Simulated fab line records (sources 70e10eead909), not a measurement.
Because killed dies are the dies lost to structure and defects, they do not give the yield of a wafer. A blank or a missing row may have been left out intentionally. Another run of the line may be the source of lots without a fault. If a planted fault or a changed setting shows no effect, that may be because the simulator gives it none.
Comparing a struck lot with a sound one | flow nand harc | 13 steps out of a route of 1302
Sound: these wafers, L517.1, L517.5, L517.6. The struck wafers were L522.1, L522.5, L522.6. The cause is given at the end.
Order at every step that has rows: each side's tool, ch and its chambers, its first start. Under that, the readings that differ: sound wafers | struck wafers | difference of the means | sigmas: that difference in standard deviations of wafers without a fault.
alike: a reading whose means differ by less than 2 such deviations, as well as words and numbers matching on both sides. not compared: withheld readings; readings where some wafer has no value; bounds like >300 that might hide an equal value; numbers whose values overlap and for which the record gives no deviation.
Wherever a step has rows on one side only, a row that says differs or no value, or a row with sigmas, the two part there. Non-overlapping numbers with no deviation appear without sigmas and do not part them. A reading missing from all wafers of one side parts the sides only when that side holds two or more wafers.

NHARC_A_ONON_D2_THK_MEAS_34: measures by ellipsometry.
  sound: film metro-01 at day 16 04:23; struck: film metro-01 at day 18 02:58
  alike: thk nm
NHARC_A_ONON_D2_INSPECT_32:
  sound: defect inspect-02 at day 16 04:28; struck: defect inspect-02 at day 18 03:04
  alike: raw defect count
NHARC_A_CHANNEL_HOLE_D2_DEP_00: deposits aC, target thk 3100 nm.
  sound on acl dep-02 ch 0, day 16 04:32; struck on acl dep-02 ch 0, day 18 03:50
  alike: throttle valve pct
NHARC_A_CHANNEL_HOLE_D2_DEP_01: deposits SiON, target thk 140 nm.
  sound on pecvd-02 ch 0,1, day 16 06:30; struck on pecvd-03 ch 0,1, day 18 05:48
  alike: heater power w, showerhead vpp V
then, 7 steps without rows for these wafers: NHARC_A_CHANNEL_HOLE_D2_DEHYDRATE_02 (time 120 s); NHARC_A_CHANNEL_HOLE_D2_HMDS_03 (time 30 s); NHARC_A_CHANNEL_HOLE_D2_COAT_36 (time 75 s); NHARC_A_CHANNEL_HOLE_D2_COAT_37 (time 65 s); NHARC_A_CHANNEL_HOLE_D2_COAT_04 (resist thk 90 nm); NHARC_A_CHANNEL_HOLE_D2_SOFTBAKE_05 (time 55 s); NHARC_A_CHANNEL_HOLE_D2_EBR_06.
NHARC_A_CHANNEL_HOLE_D2_EXPOSE_07: exposes mask HOLE D2, target cd 100 nm.
  sound on arfi scanner-02 ch 0, day 16 06:54; struck on arfi scanner-01, day 18 06:21
  no value came back on the struck wafers for exposure dose mJ cm2, focus offset nm (nm), sigma outer, stage vel mm s (mm/s); on the sound wafers exposure dose mJ cm2 reads 59.62 59.63 59.59
  alike: mask
then, 1 step without rows for these wafers: NHARC_A_CHANNEL_HOLE_D2_PEB_08 (peb time 65 s).

== WHERE THEY PART ==
Only at NHARC_A_CHANNEL_HOLE_D2_EXPOSE_07, within this record.

WHY: whatever the simulator had introduced
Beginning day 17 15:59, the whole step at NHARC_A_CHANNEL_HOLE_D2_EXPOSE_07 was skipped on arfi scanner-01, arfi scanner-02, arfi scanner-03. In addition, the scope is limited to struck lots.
